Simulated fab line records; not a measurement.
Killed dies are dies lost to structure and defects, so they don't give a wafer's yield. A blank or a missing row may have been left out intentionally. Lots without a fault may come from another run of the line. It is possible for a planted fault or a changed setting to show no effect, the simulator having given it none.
fab line records | flow n5Finfet
record lots=8 | wafers=23 | lastDay=18
route steps=1938 shown BEOL_M3@953 BEOL_M4@1111 PASSIVATION@1936
lots that met no fault: from a run of the same line without faults
startH: hours from the record's first day to the start of the lot's first wafer shown | waitH: time in hours since the lot's previous step | " same as the row above | L1.1+2: a row that stands for several wafers | - either no value or no given start | * or withheld: withheld | < > ~ a bound
route shown NAME@n: NAME is a module with steps in the file, n the number in the route of the first one | usual: mean/standard deviation taken from wafers without a fault | same: alike in all rows | chamber/n: place in a boat | sites: each site's reading | _std_site: the values' standard deviation | _edge_site: inner sites' mean taken away from outer sites' mean | radiusMm: how far each site lies from the wafer's centre | mask NAME#n: copy n | behind: the last tool/chamber to shape the wafer | hold: reason for holding the lot/hours on hold/outcome of the hold | device: the transistor (n, p or np) that didn't switch | end of line: at the end of the route, the tests of the same wafers | where a step has no rows: the recipe by itself | killed: dies that structure and defects cost at the first sort, which is not the same as the wafer's yield | map: shows each die of a wafer: x if killed, . if not, _ if none is there
set.NAME: the run value of the setting; set.NAME@STEP: its run value at that earlier step | model.NAME: the simulator's own value behind a step, which no gauge read
a sample of lots followed through the steps of the route, with each step as a table and each wafer as a row
services: from which hour (startH, from the record's first day; less than 0 if before it) a tool's chamber was out of use, for how many hours, and why
## steps
# step N5_BEOL_M3_STRIP_66
# recipe chemistry=CF4 | resist=SiARC | powerW=300 | biasPowerW=75 | pressureMtorr=50 | cf4FlowSccm=150 | rfFrequencyHz=6e+07
# usual biasPowerW=75.01/0.23 | chamberPressureMTorr=50.00/0.046 | drypumpMotorCurrentA=5.9/0.33 | oesProductAu=0.78/0.076 | powerW=300.0/0.92 | rfVppV=271.5/1.1 | showerheadPlenumPTorr=1.809/0.028 | throttleValvePct=13.61/0.22
lot.wafer | tool       | chamber | startH | waitH | biasPowerW | chamberPressureMTorr | drypumpMotorCurrentA | oesProductAu | powerW | rfHoursCounterH | rfVppV | showerheadPlenumPTorr | throttleValvePct
L878.4    | rieDiel-02 | 0       | 172.33 | 0.0   | 75.32      | 50.05                | 5.4                  | 0.80         | 301.0  | 77              | 271.1  | 1.816                 | 13.50
L878.5    | "          | 0       | "      | "     | 75.38      | 49.96                | 5.4                  | 0.80         | 300.3  | -               | 272.0  | 1.816                 | 13.49
L878.6    | "          | 3       | "      | "     | 75.21      | 50.09                | 5.7                  | 0.73         | 300.6  | -               | 271.9  | 1.802                 | 13.42
L882.2    | rieDiel-02 | 2       | 195.84 | 0.0   | 75.33      | 50.04                | 6.3                  | 0.93         | 299.5  | 11              | 272.3  | 1.831                 | 13.49
L882.4    | "          | 1       | "      | "     | 74.79      | 49.89                | 6.4                  | 0.72         | 301.4  | -               | 271.2  | 1.792                 | 13.88
L882.5    | "          | 2       | "      | "     | 75.23      | 50.01                | 6.3                  | 0.93         | 298.5  | -               | 271.1  | 1.831                 | 13.49
L884.1    | rieDiel-01 | 1       | 197.03 | 0.0   | 74.74      | 49.96                | 5.9                  | 0.67         | 300.7  | 236             | 271.8  | 1.774                 | 13.75
L884.5    | "          | 3       | "      | "     | 75.29      | 50.03                | 5.8                  | 0.78         | 299.4  | -               | 271.0  | 1.742                 | 13.83
L884.6    | "          | 2       | "      | "     | 75.06      | 49.97                | 5.5                  | 0.69         | 299.4  | -               | 271.7  | 1.855                 | 13.96
L883.3    | rieDiel-01 | 2       | 197.44 | 0.0   | 75.30      | 50.05                | 5.5                  | 0.68         | 300.4  | 218             | 273.0  | 1.855                 | 13.97
L883.5    | "          | 1       | "      | "     | 75.25      | 50.06                | 5.9                  | 0.68         | 299.9  | -               | 269.4  | 1.773                 | 13.74
L888.1    | rieDiel-02 | 0       | 230.29 | 0.0   | 74.46      | 50.02                | 5.4                  | 0.77         | 301.4  | 96              | 272.5  | 1.810                 | 13.54
L888.4    | "          | 1       | "      | "     | 74.95      | 49.96                | 6.4                  | 0.72         | 300.8  | 190             | 272.0  | 1.789                 | 13.90
L888.5    | "          | 3       | "      | "     | 75.36      | 49.98                | 5.7                  | 0.73         | 300.2  | -               | 269.0  | 1.798                 | 13.45
L889.2    | rieDiel-02 | 1       | 233.56 | 0.0   | 75.30      | 50.03                | 6.4                  | 0.72         | 298.7  | 191             | 269.7  | 1.789                 | 13.90
L889.3    | "          | 3       | "      | "     | 75.37      | 50.00                | 5.6                  | 0.72         | 301.1  | 163             | 271.7  | 1.798                 | 13.45
L889.6    | "          | 0       | "      | "     | 75.13      | 49.96                | 5.4                  | 0.77         | 300.5  | -               | 273.7  | 1.810                 | 13.54
L891.1    | rieDiel-05 | 0       | 246.61 | 0.0   | 75.26      | 49.98                | 6.1                  | 0.83         | 298.5  | 61              | 272.7  | 1.820                 | 13.63
L891.4    | "          | 1       | "      | "     | 75.39      | 49.98                | 5.9                  | 0.85         | 299.5  | 55              | 272.6  | 1.822                 | 13.25
L891.5    | "          | 0       | "      | "     | 74.93      | 50.05                | 6.1                  | 0.83         | 299.9  | -               | 272.0  | 1.821                 | 13.63
L895.2    | rieDiel-05 | 1       | 283.06 | 0.0   | 74.55      | 50.03                | 5.8                  | 0.83         | 298.9  | 66              | 272.1  | 1.819                 | 13.27
L895.4    | "          | 2       | "      | "     | 74.81      | 49.94                | 5.5                  | 0.78         | 299.2  | -               | 271.3  | 1.804                 | 13.46
L895.6    | "          | 0       | "      | "     | 74.83      | 50.04                | 6.1                  | 0.82         | 299.2  | -               | 271.5  | 1.817                 | 13.65
# step N5_BEOL_M3_OVL_MEAS_29
# recipe pointsPerWafer=522
# usual V2_OVL=0.5/0.75
# same pointsPerWafer=522
lot.wafer | tool       | chamber | startH | waitH | V2_OVL[nm]
L878.4    | overlay-02 | 0       | 172.92 | 0.0   | 0.1
L878.5    | "          | 0       | "      | "     | 0.7
L878.6    | "          | 0       | "      | "     | -0.4
L882.2    | overlay-02 | 0       | 196.54 | 0.0   | 0.1
L882.4    | "          | 0       | "      | "     | -0.5
L882.5    | "          | 0       | "      | "     | 0.6
L884.1    | overlay-02 | 0       | 197.73 | 0.0   | 1.4
L884.5    | "          | 0       | "      | "     | 1.2
L884.6    | "          | 0       | "      | "     | 1.2
L883.3    | overlay-02 | 0       | 198.27 | 0.0   | 1.6
L883.5    | "          | 0       | "      | "     | 1.6
L888.1    | overlay-02 | 0       | 230.87 | 0.0   | 1.2
L888.4    | "          | 0       | "      | "     | -0.3
L888.5    | "          | 0       | "      | "     | 0.0
L889.2    | overlay-02 | 0       | 234.40 | 0.0   | 0.9
L889.3    | "          | 0       | "      | "     | 0.8
L889.6    | "          | 0       | "      | "     | 1.0
L891.1    | overlay-02 | 0       | 247.31 | 0.0   | 1.0
L891.4    | "          | 0       | "      | "     | 1.2
L891.5    | "          | 0       | "      | "     | 0.9
L895.2    | overlay-02 | 0       | 283.77 | 0.0   | 0.8
L895.4    | "          | 0       | "      | "     | 1.6
L895.6    | "          | 0       | "      | "     | 1.8
# step N5_BEOL_M3_ETCH_69
# recipe chemistry=CF4 | target=SiARC | targetDepthA=156 | maskMaterial=CAR-EUV | timeS=26 | ionEnergyEv=80 | pressureMtorr=40 | sourceW=545 | biasW=36 | Ar_flow_sccm=100 | cf4FlowSccm=100 | ends=cleared
# usual biasW=36.00/0.11 | cf4FlowSccm=100.01/0.3 | chamberPressureMTorr=40.00/0.04 | drypumpMotorCurrentA=5.9/0.34 | etchRfOnTimeS=25.8/0.47 | oesProductAu=0.67/0.08 | rfVppV=184.1/0.92 | showerheadPlenumPTorr=2.16/0.04 | throttleValvePct=15.64/0.24
lot.wafer | tool       | chamber | startH | waitH | biasW | cf4FlowSccm | chamberPressureMTorr | drypumpMotorCurrentA | etchRfOnTimeS | oesProductAu | rfHoursCounterH | rfVppV | showerheadPlenumPTorr | throttleValvePct
L878.4    | rieDiel-01 | 2       | 173.06 | 0.0   | 36.09 | 99.88       | 39.96                | 5.5                  | 26.1          | 0.58         | 209             | 183.8  | 2.21                  | 15.95
L878.5    | "          | 1       | "      | "     | 36.06 | 100.19      | 40.00                | 5.9                  | 26.3          | 0.59         | -               | 183.8  | 2.12                  | 15.71
L878.6    | "          | 2       | "      | "     | 35.97 | 100.23      | 39.95                | 5.5                  | 26.1          | 0.58         | -               | 184.2  | 2.21                  | 15.94
L882.2    | rieDiel-05 | 0       | 196.92 | 0.0   | -     | -           | -                    | -                    | -             | -            | -               | -      | -                     | -
L882.4    | "          | 2       | "      | "     | -     | -           | -                    | -                    | -             | -            | -               | -      | -                     | -
L882.5    | "          | 3       | "      | "     | -     | -           | -                    | -                    | -             | -            | -               | -      | -                     | -
L884.1    | rieDiel-01 | 3       | 197.87 | 0.0   | -     | -           | -                    | -                    | -             | -            | -               | -      | -                     | -
L884.5    | "          | 3       | "      | "     | -     | -           | -                    | -                    | -             | -            | -               | -      | -                     | -
L884.6    | "          | 1       | "      | "     | -     | -           | -                    | -                    | -             | -            | -               | -      | -                     | -
L883.3    | rieDiel-02 | 2       | 198.40 | 0.0   | -     | -           | -                    | -                    | -             | -            | -               | -      | -                     | -
L883.5    | "          | 0       | "      | "     | -     | -           | -                    | -                    | -             | -            | -               | -      | -                     | -
L888.1    | rieDiel-01 | 1       | 231.32 | 0.0   | 35.97 | 99.68       | 40.00                | 5.9                  | 26.5          | 0.57         | 249             | 183.9  | 2.11                  | 15.75
L888.4    | "          | 3       | "      | "     | 35.96 | 100.10      | 40.04                | 5.8                  | 26.0          | 0.66         | 130             | 182.6  | 2.07                  | 15.87
L888.5    | "          | 1       | "      | "     | 36.01 | 100.04      | 40.07                | 5.9                  | 26.5          | 0.57         | -               | 183.5  | 2.11                  | 15.75
L889.2    | rieDiel-01 | 3       | 234.54 | 0.0   | 36.02 | 100.07      | 40.09                | 5.8                  | 26.1          | 0.66         | 131             | 183.1  | 2.07                  | 15.86
L889.3    | "          | 2       | "      | "     | 35.91 | 99.78       | 40.03                | 5.5                  | 26.3          | 0.57         | 232             | 184.9  | 2.20                  | 16.00
L889.6    | "          | 3       | "      | "     | 36.02 | 100.66      | 40.01                | 5.8                  | 26.3          | 0.66         | -               | 181.9  | 2.07                  | 15.86
L891.1    | rieDiel-01 | 2       | 247.45 | 0.0   | 35.82 | 100.20      | 39.96                | 5.5                  | 26.2          | 0.57         | 237             | 184.8  | 2.20                  | 16.01
L891.4    | "          | 3       | "      | "     | 35.78 | 99.85       | 39.97                | 5.8                  | 25.8          | 0.67         | -               | 183.4  | 2.07                  | 15.89
L891.5    | "          | 0       | "      | "     | 36.10 | 100.04      | 39.97                | 6.3                  | 25.9          | 0.81         | -               | 184.8  | 2.19                  | 15.14
L895.2    | rieDiel-01 | 2       | 283.91 | 0.0   | 36.08 | 99.67       | 40.03                | 5.5                  | 26.8          | 0.56         | 248             | 183.6  | 2.20                  | 16.02
L895.4    | "          | 3       | "      | "     | 36.10 | 99.81       | 39.96                | 5.8                  | 26.0          | 0.65         | 147             | 184.4  | 2.06                  | 15.89
L895.6    | "          | 3       | "      | "     | 36.03 | 100.40      | 39.94                | 5.8                  | 26.1          | 0.65         | -               | 183.3  | 2.06                  | 15.90
# step N5_BEOL_M3_ETCHBACK_99
# recipe chemistry=CHF3 | target=SiO2 | targetDepthA=50 | timeS=10.4 | sourceW=215 | biasW=47 | Ar_flow_sccm=200 | CHF3_flow_sccm=12 | ionEnergyEv=100 | pressureMtorr=30
# usual chamberPressureMTorr=30.003/0.027 | drypumpMotorCurrentA=5.9/0.33 | oesProductAu=0.79/0.084 | rfVppV=241.0/2.1 | showerheadPlenumPTorr=2.17/0.039 | throttleValvePct=17.08/0.21
lot.wafer | tool       | chamber | startH | waitH | chamberPressureMTorr | drypumpMotorCurrentA | oesProductAu | rfHoursCounterH | rfVppV | showerheadPlenumPTorr | throttleValvePct
L878.4    | rieDiel-05 | 0       | 174.23 | 1.0   | 30.025               | 6.1                  | 0.89         | 40              | 238.9  | 2.19                  | 17.13
L878.5    | "          | 1       | "      | "     | 29.985               | 5.9                  | 0.88         | -               | 239.3  | 2.19                  | 16.70
L878.6    | "          | 2       | "      | "     | 30.022               | 5.5                  | 0.83         | -               | 243.9  | 2.18                  | 16.92
L882.2    | rieDiel-05 | 2       | 197.58 | 0.2   | 30.066               | 5.5                  | 0.30         | 68              | 242.6  | 2.18                  | 16.92
L882.4    | "          | 1       | "      | "     | 30.007               | 5.8                  | 0.33         | 43              | 238.9  | 2.19                  | 16.69
L882.5    | "          | 0       | "      | "     | 30.006               | 6.1                  | 0.32         | -               | 238.8  | 2.19                  | 17.13
L884.1    | rieDiel-01 | 2       | 201.44 | 3.4   | 29.978               | 5.5                  | 0.26         | 219             | 246.6  | 2.21                  | 17.32
L884.5    | "          | 1       | "      | "     | 30.032               | 5.9                  | 0.25         | -               | 238.5  | 2.12                  | 17.12
L884.6    | "          | 3       | "      | "     | 30.060               | 5.8                  | 0.30         | -               | 242.2  | 2.07                  | 17.26
L883.3    | rieDiel-02 | 0       | 201.90 | 3.4   | 30.020               | 5.4                  | 0.30         | 87              | 239.4  | 2.18                  | 17.00
L883.5    | "          | 1       | "      | "     | 30.003               | 6.4                  | 0.27         | -               | 241.4  | 2.14                  | 17.30
L888.1    | rieDiel-01 | 2       | 231.66 | 0.2   | 30.030               | 5.5                  | 0.68         | 230             | 245.8  | 2.20                  | 17.36
L888.4    | "          | 0       | "      | "     | 30.018               | 6.3                  | 0.97         | 5               | 242.5  | 2.20                  | 16.56
L888.5    | "          | 3       | "      | "     | 29.960               | 5.8                  | 0.78         | -               | 241.8  | 2.07                  | 17.29
L889.2    | rieDiel-01 | 3       | 240.63 | 5.8   | 30.043               | 5.8                  | 0.78         | 134             | 241.8  | 2.07                  | 17.30
L889.3    | "          | 0       | "      | "     | 30.002               | 6.3                  | 0.95         | 8               | 243.9  | 2.20                  | 16.57
L889.6    | "          | 0       | "      | "     | 29.972               | 6.3                  | 0.96         | -               | 241.9  | 2.20                  | 16.57
L891.1    | rieDiel-02 | 2       | 250.22 | 2.6   | 30.000               | 6.3                  | 0.92         | 29              | 239.9  | 2.20                  | 17.10
L891.4    | "          | 1       | "      | "     | 29.990               | 6.4                  | 0.73         | 196             | 241.3  | 2.13                  | 17.33
L891.5    | "          | 0       | "      | "     | 29.989               | 5.4                  | 0.78         | -               | 238.2  | 2.17                  | 17.06
L895.2    | rieDiel-02 | 0       | 284.61 | 0.6   | 30.029               | 5.4                  | 0.77         | 112             | 237.7  | 2.17                  | 17.07
L895.4    | "          | 2       | "      | "     | 30.006               | 6.3                  | 0.89         | 40              | 241.6  | 2.19                  | 17.13
L895.6    | "          | 3       | "      | "     | 30.039               | 5.7                  | 0.71         | -               | 241.1  | 2.15                  | 16.91
# step N5_BEOL_M3_STRIP_97
# recipe chemistry=N2/H2 | timeS=10 | powerW=450 | tempC=40 | pressureMtorr=20 | rfFrequencyHz=6e+07 | biasPowerW=7 | n2FlowSccm=200 | h2FlowSccm=200
# usual biasPowerW=7.002/0.02 | chamberPressureMTorr=19.998/0.017 | drypumpMotorCurrentA=5.9/0.32 | h2FlowSccm=200.0/0.6 | oesProductAu=0.79/0.082 | rfVppV=59.3/0.92 | showerheadPlenumPTorr=2.56/0.045 | throttleValvePct=23.7/0.3
lot.wafer | tool       | chamber | startH | waitH | biasPowerW | chamberPressureMTorr | drypumpMotorCurrentA | h2FlowSccm | oesProductAu | rfHoursCounterH | rfVppV | showerheadPlenumPTorr | throttleValvePct
L878.4    | rieDiel-05 | 0       | -      | -     | 7.020      | 19.991               | 6.1                  | 199.9      | 0.88         | 40              | 58.3   | 2.59                  | 23.8
L878.5    | "          | 1       | "      | "     | 6.985      | 19.992               | 5.9                  | 199.1      | 0.88         | -               | 60.4   | 2.58                  | 23.1
L878.6    | "          | 2       | "      | "     | 7.006      | 19.988               | 5.5                  | 199.4      | 0.82         | -               | 59.1   | 2.58                  | 23.6
L882.2    | rieDiel-05 | 2       | -      | -     | 7.023      | 20.013               | 5.5                  | 199.6      | 0.81         | 68              | 59.8   | 2.58                  | 23.6
L882.4    | "          | 1       | "      | "     | 6.995      | 20.005               | 5.8                  | 199.6      | 0.88         | 43              | 58.8   | 2.58                  | 23.1
L882.5    | "          | 0       | "      | "     | 7.006      | 20.013               | 6.1                  | 199.4      | 0.87         | -               | 59.2   | 2.58                  | 23.8
L884.1    | rieDiel-01 | 2       | -      | -     | 7.020      | 20.006               | 5.5                  | 200.1      | 0.69         | 219             | 59.2   | 2.62                  | 24.0
L884.5    | "          | 1       | "      | "     | 6.966      | 20.012               | 5.9                  | 199.0      | 0.68         | -               | 59.2   | 2.50                  | 23.4
L884.6    | "          | 3       | "      | "     | 7.013      | 19.976               | 5.8                  | 200.3      | 0.79         | -               | 60.8   | 2.45                  | 24.0
L883.3    | rieDiel-02 | 0       | -      | -     | 7.033      | 19.990               | 5.5                  | 201.3      | 0.80         | 87              | 58.5   | 2.57                  | 23.6
L883.5    | "          | 1       | "      | "     | 7.009      | 19.990               | 6.4                  | 200.6      | 0.73         | -               | 58.9   | 2.53                  | 24.1
L888.1    | rieDiel-01 | 2       | -      | -     | 6.985      | 20.023               | 5.5                  | 199.4      | 0.67         | 231             | 58.9   | 2.61                  | 24.0
L888.4    | "          | 0       | "      | "     | 7.002      | 20.009               | 6.3                  | 200.1      | 0.97         | 5               | 59.3   | 2.59                  | 23.1
L888.5    | "          | 3       | "      | "     | 7.024      | 19.986               | 5.8                  | 199.3      | 0.77         | -               | 58.3   | 2.45                  | 24.0
L889.2    | rieDiel-01 | 3       | -      | -     | 7.016      | 20.008               | 5.8                  | 200.9      | 0.78         | 134             | 58.9   | 2.44                  | 24.0
L889.3    | "          | 0       | "      | "     | 6.992      | 19.989               | 6.4                  | 200.0      | 0.95         | 8               | 59.0   | 2.59                  | 23.1
L889.6    | "          | 0       | "      | "     | 6.995      | 20.009               | 6.3                  | 199.8      | 0.95         | -               | 59.0   | 2.59                  | 23.1
L891.1    | rieDiel-02 | 2       | -      | -     | 6.993      | 19.993               | 6.3                  | 199.0      | 0.91         | 29              | 59.5   | 2.58                  | 23.5
L891.4    | "          | 1       | "      | "     | 6.997      | 20.017               | 6.4                  | 199.5      | 0.72         | 196             | 58.4   | 2.52                  | 24.2
L891.5    | "          | 0       | "      | "     | 6.995      | 20.008               | 5.4                  | 200.9      | 0.79         | -               | 59.7   | 2.56                  | 23.7
L895.2    | rieDiel-02 | 0       | -      | -     | 6.970      | 19.960               | 5.4                  | 199.0      | 0.77         | 112             | 58.8   | 2.56                  | 23.7
L895.4    | "          | 2       | "      | "     | 6.991      | 20.023               | 6.3                  | 200.3      | 0.89         | 40              | 59.6   | 2.58                  | 23.5
L895.6    | "          | 3       | "      | "     | 7.016      | 19.983               | 5.7                  | 199.4      | 0.71         | -               | 58.4   | 2.53                  | 23.5
# step N5_BEOL_M4_RC_MEAS_101
# usual DIBL_N=36.4/1.4 | DIBL_P=36.3/1.8 | IOFF_N=0.163/0.024 | IOFF_P=0.21/0.034 | ION_N=673/11 | ION_P=461/7.4 | SS_N=71.6/0.52 | SS_P=73.3/0.58 | VT_N=249.4/2.5 | VT_P=-250/3.5
lot.wafer | tool      | chamber | startH | waitH | DIBL_N[mV/V] | DIBL_P[mV/V] | IOFF_N[nA/um] | IOFF_P[nA/um] | ION_N[uA/um] | ION_P[uA/um] | SS_N[mV/dec] | SS_P[mV/dec] | VT_N[mV] | VT_P[mV]
L878.4    | prober-02 | 0       | 192.36 | 0.5   | 34.6         | 33.8         | 0.118         | 0.20          | 651          | 458          | 70.6         | 72.5         | 254.1    | -248
L878.5    | "         | 0       | "      | "     | 36.9         | 36.4         | 0.154         | 0.25          | 661          | 462          | 72.2         | 72.9         | 247.8    | -247
L878.6    | "         | 0       | "      | "     | 37.7         | 38.1         | 0.176         | 0.27          | 682          | 477          | 72.1         | 74.1         | 249.6    | -243
L888.1    | prober-01 | 0       | 257.91 | 0.0   | 35.4         | 36.1         | 0.172         | 0.22          | 688          | 466          | 72.0         | 73.5         | 246.6    | -246
L888.4    | "         | 0       | "      | "     | 35.2         | 35.5         | 0.160         | 0.21          | 664          | 464          | 70.9         | 73.1         | 251.5    | -246
L888.5    | "         | 0       | "      | "     | 37.6         | 38.1         | 0.204         | 0.25          | 683          | 463          | 71.9         | 74.3         | 245.7    | -245
L889.2    | prober-01 | 0       | 260.35 | 0.2   | 35.4         | 36.8         | 0.153         | 0.22          | 674          | 461          | 71.8         | 72.6         | 250.4    | -249
L889.3    | "         | 0       | "      | "     | 34.9         | 35.6         | 0.145         | 0.20          | 648          | 450          | 71.6         | 73.0         | 251.5    | -251
L889.6    | "         | 0       | "      | "     | 36.1         | 36.5         | 0.154         | 0.21          | 666          | 458          | 71.9         | 73.0         | 252.0    | -251
L891.1    | prober-01 | 0       | 266.60 | 0.0   | 36.4         | 37.2         | 0.175         | 0.22          | 676          | 461          | 71.5         | 73.4         | 248.3    | -248
L891.4    | "         | 0       | "      | "     | 34.9         | 35.6         | 0.147         | 0.19          | 683          | 465          | 70.5         | 72.6         | 248.1    | -251
L891.5    | "         | 0       | "      | "     | 35.2         | 36.2         | 0.153         | 0.19          | 682          | 468          | 70.8         | 72.1         | 249.0    | -251
L895.2    | prober-02 | 0       | 303.23 | 0.2   | 35.1         | 34.8         | 0.137         | 0.19          | 665          | 460          | 70.9         | 73.0         | 250.8    | -250
L895.4    | "         | 0       | "      | "     | 36.0         | 35.2         | 0.146         | 0.20          | 666          | 455          | 71.1         | 72.9         | 251.1    | -250
L895.6    | "         | 0       | "      | "     | 35.1         | 35.0         | 0.142         | 0.20          | 662          | 456          | 70.9         | 72.6         | 248.0    | -248
# step N5_PASSIVATION_PROBE_49
# usual defectLimitedYield=91.4/1.6 | killed_at_M0_to_M3=34/12 | killed_at_M4_up=13/5.2 | killedAtContacts=11/5.5 | killedAtFrontEnd=40/13 | killedAtOther=3.4/2.7 | killedDies=102/19 | killedOnRim=13/4.3 | killedOpen=66/15 | killedShort=33/7.9 | sort_bin_5_function=5.1/1.1 | sort_bin_6_memory=3.2/0.7 | sortNPass=1078/19 | sortYieldPct=91.4/1.6
# same grossDies=1180 | killedAtBackSide=0 | sort_bin_4_leakage[%]=0 | sort_bin_8_speed[%]=0
lot.wafer | tool      | chamber | startH | waitH | defectLimitedYield[%] | killed_at_M0_to_M3 | killed_at_M4_up | killedAtContacts | killedAtFrontEnd | killedAtOther | killedDies | killedOnRim | killedOpen | killedShort | sort_bin_5_function[%] | sort_bin_6_memory[%] | sortNPass | sortYieldPct[%]
L882.2    | prober-02 | -       | 311.26 | 0.1   | 0                     | 1109               | 29              | 7                | 31               | 4             | 1180       | 152         | 65         | 26          | 96.6                   | 2.8                  | 0         | 0
L882.4    | prober-02 | -       | 311.36 | 0.2   | 0                     | 1119               | 14              | 10               | 28               | 9             | 1180       | 152         | 66         | 43          | 95.2                   | 4.5                  | 0         | 0
L882.5    | prober-02 | -       | 311.41 | 0.2   | 0                     | 1115               | 19              | 13               | 28               | 5             | 1180       | 152         | 57         | 27          | 97.1                   | 2.8                  | 0         | 0
L884.1    | prober-02 | -       | 321.67 | 0.0   | 0                     | 1119               | 13              | 5                | 36               | 7             | 1180       | 152         | 60         | 32          | 97.1                   | 2.6                  | 0         | 0
L884.5    | prober-02 | -       | 321.87 | 0.2   | 0                     | 1142               | 6               | 9                | 19               | 4             | 1180       | 152         | 57         | 19          | 96.9                   | 2.8                  | 0         | 0
L883.3    | prober-02 | -       | 328.10 | 0.1   | 0                     | 1110               | 16              | 6                | 44               | 4             | 1180       | 152         | 74         | 25          | 97.5                   | 2.4                  | 0         | 0
L883.5    | prober-02 | -       | 328.20 | 0.2   | 0                     | 1096               | 11              | 17               | 51               | 5             | 1180       | 152         | 77         | 25          | 96.4                   | 3.5                  | 0         | 0
# killed by level:class
L882.2 BEOL_M3:areaEtch=1082 BEOL_M4:geometricParticle:open=10 BEOL_M0_SAQP:geometricParticle:open=9 FIN_SAQP:geometricParticle:open=7 MOL_CONTACT_COAG:geometricParticle:open=6 BEOL_M5:geometricParticle:open=6 BEOL_M0_SAQP:geometricParticle:short=5 BEOL_M0:geometricParticle:open=5
L882.4 BEOL_M3:areaEtch=1068 BEOL_M0_SAQP:geometricParticle:short=24 BEOL_M0_SAQP:geometricParticle:open=18 MOL_CONTACT_COAG:geometricParticle:open=10 BEOL_M4:geometricParticle:open=7 STI_FIN_REVEAL:geometricParticle:open=5 DUMMY_GATE:geometricParticle:open=5 FIN_SAQP:geometricParticle:open=4
L882.5 BEOL_M3:areaEtch=1092 MOL_CONTACT_COAG:geometricParticle:open=10 BEOL_M0_SAQP:geometricParticle:open=8 STI_FIN_REVEAL:geometricParticle:open=7 BEOL_M0_SAQP:geometricParticle:short=7 BEOL_M4:geometricParticle:open=6 STARTING-WAFER:geometricParticle:short=6 DUMMY_GATE:geometricParticle:open=4
L884.1 BEOL_M3:areaEtch=1084 BEOL_M2:geometricParticle:open=12 FIN_SAQP:geometricParticle:short=6 BEOL_M1:geometricParticle:open=6 STARTING-WAFER:geometricParticle:short=6 FIN_SAQP:geometricParticle:open=5 STI_FIN_REVEAL:geometricParticle:open=5 BEOL_M3:geometricParticle:open=5
L884.5 BEOL_M3:areaEtch=1102 BEOL_M0_SAQP:geometricParticle:open=11 BEOL_M0_SAQP:geometricParticle:short=10 BEOL_M1:geometricParticle:open=10 STI_FIN_REVEAL:geometricParticle:open=7 MOL_CONTACT_COAG:geometricParticle:open=7 DUMMY_GATE:geometricParticle:open=4 BEOL_M2:geometricParticle:open=3
L883.3 BEOL_M3:areaEtch=1079 STI_FIN_REVEAL:geometricParticle:open=17 DUMMY_GATE:geometricParticle:open=9 BEOL_M1:geometricParticle:open=8 MOL_CONTACT_COAG:geometricParticle:open=6 BEOL_M2:geometricParticle:open=6 STI_FIN_REVEAL:geometricParticle:short=5 BEOL_M0_SAQP:geometricParticle:short=4
L883.5 BEOL_M3:areaEtch=1076 MOL_CONTACT_COAG:geometricParticle:open=14 FIN_SAQP:geometricParticle:short=12 STI_FIN_REVEAL:geometricParticle:open=11 FIN_SAQP:geometricParticle:open=10 BEOL_M4:geometricParticle:open=6 BEOL_M1:geometricParticle:open=6 BEOL_M2:geometricParticle:open=6
## services
tool       | chamber | startH | hours | kind
rieDiel-02 | 3       | 191.01 | 10.1  | repair
rieDiel-01 | 0       | 196.11 | -     | clean
rieDiel-01 | 0       | 196.11 | -     | consumableReplace:focusRing
rieDiel-01 | 0       | 196.11 | 21.7  | scheduledDown
rieDiel-01 | 0       | 196.11 | 21.7  | ventCycle
rieDiel-05 | 1       | 210.89 | 6.7   | repair
rieDiel-01 | 1       | 233.89 | -     | clean
rieDiel-01 | 1       | 233.89 | -     | consumableReplace:focusRing
rieDiel-01 | 1       | 233.89 | 18.3  | scheduledDown
rieDiel-01 | 1       | 233.89 | 18.3  | ventCycle
rieDiel-02 | -       | 275.29 | 0.6   | repair
rieDiel-05 | 3       | 281.88 | -     | clean
rieDiel-05 | 3       | 281.88 | -     | consumableReplace:focusRing
rieDiel-05 | 3       | 281.88 | 15.8  | scheduledDown
rieDiel-05 | 3       | 281.88 | 15.8  | ventCycle
## key
firstSign step=N5_BEOL_M3_ETCH_69 | reading=toolRecord | direction=missing
effect step=N5_BEOL_M3_ETCHBACK_99 | reading=oesProductAu | direction=down | sigmas=6 | usual=0.79 | struck=0.29
effect step=N5_PASSIVATION_PROBE_49 | reading=killed_at_M0_to_M3 | direction=up | sigmas=91 | usual=34 | struck=1116
moreKillsBornAt N5_BEOL_M3_ETCH_69@rieDiel-05=3242 | N5_BEOL_M3_ETCH_69@rieDiel-01=2186 | N5_BEOL_M3_ETCH_69@rieDiel-02=2155
metAt N5_BEOL_M3_ETCH_69
struckLots L882,L883,L884
rowsEnd L884.6
laterRowsLeftOut L882.2,L882.4,L882.5,L883.3,L883.5,L884.1,L884.5
notActingAt N5_BEOL_M3_STRIP_66,N5_BEOL_M3_OVL_MEAS_29,N5_BEOL_M3_STRIP_97
onsetBetween 173.06 196.92
fault kind=skippedStepWhole | tool=rieDiel-01,rieDiel-02,rieDiel-05 | chamber=- | onsetH=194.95 | steps=N5_BEOL_M3_ETCH_69 | scope=struckLotsOnly
# laterRowsLeftOut: the simulator's readings of these wafers behind a module that went badly wrong aren't trusted and aren't shown, but for the sort
# rowsEnd: these wafers met a further fault down the route, and their rows from its step on are left out
